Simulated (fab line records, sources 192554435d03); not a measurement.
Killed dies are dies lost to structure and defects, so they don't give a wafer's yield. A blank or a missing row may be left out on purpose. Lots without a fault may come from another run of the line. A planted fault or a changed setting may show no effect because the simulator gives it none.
Chamber matching | flow n5_finfet | N5_MOL_CONTACT_COAG_CONTACT_ETCH_14 on rie_diel-02: 4 sister chambers
The step etches SiO2 in C4F6/O2, target depth 27.5 nm, overetch 8.5 nm, time 20 s. 20 wafers are shown with their chamber, then 10 later ones without.

WAFERS WITH THEIR CHAMBER
wafer  | chamber | showerhead_plenum_p_Torr (Torr) | drypump_motor_current_A (A) | throttle_valve_pct (%)
L077.2 | 0       | 2.95                            | 5.8                         | 20.98
L077.4 | 2       | 3.03                            | 5.8                         | 21.03
L077.5 | 3       | 2.80                            | 4.7                         | 21.25
L079.2 | 1       | 2.91                            | 5.6                         | 20.89
L079.3 | 2       | 3.03                            | 5.8                         | 21.07
L079.5 | 3       | 2.79                            | 4.8                         | 21.25
L081.2 | 2       | 3.03                            | 5.7                         | 21.07
L081.3 | 0       | 2.95                            | 5.8                         | 20.99
L081.5 | 2       | 3.03                            | 5.7                         | 21.07
L083.1 | 3       | 2.79                            | 4.8                         | 21.27
L083.2 | 2       | 3.02                            | 5.8                         | 21.07
L083.5 | 3       | 2.79                            | 4.8                         | 21.28
L085.2 | 2       | 3.02                            | 5.8                         | 21.09
L085.5 | 0       | 2.95                            | 5.8                         | 21.01
L085.6 | 3       | 2.79                            | 4.7                         | 21.28
L086.1 | 0       | 2.94                            | 5.8                         | 21.02
L086.3 | 1       | 2.90                            | 5.6                         | 20.92
L086.4 | 3       | 2.79                            | 4.7                         | 21.29
L091.1 | 3       | 2.78                            | 4.7                         | 21.31
L091.4 | 2       | 3.02                            | 5.7                         | 21.09

SIGNATURES (means of the wafers above)
reading                  | chamber 0 | chamber 1 | chamber 2 | chamber 3 | scatter within a chamber
showerhead_plenum_p_Torr | 2.9475    | 2.9050    | 3.0257    | 2.7900    | 0.00557
drypump_motor_current_A  | 5.800     | 5.600     | 5.757     | 4.743     | 0.0463
throttle_valve_pct       | 21.0000   | 20.9050   | 21.0700   | 21.2757   | 0.0203
Rule: a wafer's distance from a chamber is the root of the sum, over the readings, of the square of ((its reading less the chamber's mean) divided by the reading's scatter). The wafer belongs to the nearest chamber; if the next one is less than 2 further off, it can't be placed. The scatter: the root of (the sum of the squares of (reading less its chamber's mean) over the shown wafers, divided by (wafers less chambers)).

WAFERS WITHOUT THEIR CHAMBER
wafer  | showerhead_plenum_p_Torr (Torr) | drypump_motor_current_A (A) | throttle_valve_pct (%)
L091.5 | 2.78                            | 4.7                         | 21.29
L093.2 | 2.78                            | 4.7                         | 21.30
L093.4 | 2.89                            | 5.6                         | 20.94
L093.6 | 2.94                            | 5.8                         | 21.05
L094.1 | 2.78                            | 4.7                         | 21.31
L094.2 | 2.89                            | 5.6                         | 20.94
L094.6 | 3.02                            | 5.8                         | 21.10
L095.1 | 2.78                            | 4.8                         | 21.30
L095.5 | 2.94                            | 5.8                         | 21.04
L095.6 | 2.78                            | 4.8                         | 21.31

WHICH CHAMBER EACH WENT THROUGH
wafer  | from the rows above | in truth
L091.5 | 3                   | 3
L093.2 | 3                   | 3
L093.4 | 1                   | 1
L093.6 | 0                   | 0
L094.1 | 3                   | 3
L094.2 | 1                   | 1
L094.6 | 2                   | 2
L095.1 | 3                   | 3
L095.5 | 0                   | 0
L095.6 | 3                   | 3
Placed correctly: 10 of 10. Can't be placed from these rows: 0. Placed wrongly: 0.
